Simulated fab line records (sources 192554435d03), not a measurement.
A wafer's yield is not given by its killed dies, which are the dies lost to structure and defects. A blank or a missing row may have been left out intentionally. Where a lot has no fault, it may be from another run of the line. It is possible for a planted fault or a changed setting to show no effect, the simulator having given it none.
Split-lot trial -- flow n5_finfet -- route with 1938 steps; 7 lots, 21 wafers read

SPLIT DETAILS
At N5_SDB_ETCH_17 (etches SiARC in CF4, target depth 23.4 nm, time 39 s), the setting bias_w was moved away from the recipe's 36 W on 6 of the 21 wafers read, by -12.3% to +9.2%. The other wafers ran this setting at the recipe's value.

The reading is taken at the split's own step.

THE READING
rf_vpp_V, in V, at N5_SDB_ETCH_17 (etches SiARC in CF4, target depth 23.4 nm, time 39 s). On this fab line, fault-free wafers typically give 184.6 V with a standard deviation of 1.1 V.

wafer,"tool, chamber at the split","bias_w as run, W",against the recipe,"rf_vpp_V, V",against lot-mates on the recipe
L074.3,"rie_diel-05, 2",31.58,-12.3%,170.7,-13.9
L074.4,"rie_diel-05, 0",31.58,-12.3%,170.2,-14.4
L074.6,"rie_diel-05, 3",36,recipe,184.6,-
L075.1,"rie_diel-04, 3",36,recipe,185.7,-
L075.3,"rie_diel-04, 2",36,recipe,185.1,-
L075.4,"rie_diel-04, 0",36,recipe,184.6,-
L079.1,"rie_diel-02, 2",31.94,-11.3%,169.9,-14.5
L079.3,"rie_diel-02, 1",36,recipe,184.4,-
L079.6,"rie_diel-02, 2",31.94,-11.3%,170.0,-14.4
L083.2,"rie_diel-05, 3",39.32,+9.2%,192.8,+7.9
L083.4,"rie_diel-05, 1",36,recipe,184.9,-
L083.6,"rie_diel-05, 2",39.32,+9.2%,195.2,+10.3
L087.1,"rie_diel-02, 3",36,recipe,184.4,-
L087.4,"rie_diel-02, 2",36,recipe,184.0,-
L087.6,"rie_diel-02, 3",36,recipe,184.5,-
L090.3,"rie_diel-04, 3",36,recipe,184.7,-
L090.4,"rie_diel-04, 2",36,recipe,185.2,-
L090.5,"rie_diel-04, 3",36,recipe,185.6,-
L091.2,"rie_diel-04, 2",36,recipe,185.1,-
L091.5,"rie_diel-04, 2",36,recipe,186.6,-
L091.6,"rie_diel-04, 1",36,recipe,182.9,-

THE FIT
A straight line over all 21 wafers: rf_vpp_V changes by +1.17 V for each +1% of bias_w; r = +0.99; the points scatter about the line by 1.1 V.
The same after taking each lot's own level away (the mean of its wafers on the recipe; 21 wafers): +1.15 V for each +1%; r = +0.99; scatter 0.98 V.
Per that fit: largest bias_w move, reading shift of 14 V.
The span of the lots' own levels, 184.30 to 185.17 V, comes to 0.8 times the standard deviation stated above.
Hence the lot-to-lot level has little effect on the slope; both slopes agree.
Check: with one of the wafers moved furthest among these (-12.3%) left out of the fit, the line predicts -14.5 V for it against its lot-mates. Against them it came out at -13.9 V.
Tool readings at the split's step, against how far the setting was moved: rf_vpp_V r = +0.99.

OTHER SPLITS APPLIED TO THESE WAFERS
Before the reading, these wafers also passed through other splits. Each is held against what the fit with the lots' levels taken away leaves over:
other split on the same wafers,wafers away from the commonest value,r with rf_vpp_V (lot level and that fit taken away)
N5_SD_EPI_N_EPI_21 time_s,6,-0.13
N5_SD_EPI_P_COAT_34 spin_rpm,3,+0.09
N5_SDB_EXPOSE_08 dose_mj,9,-0.13

FILE'S OWN FIT
rf_vpp_V changes by +1.16 V for each +1% of bias_w, r = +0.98.
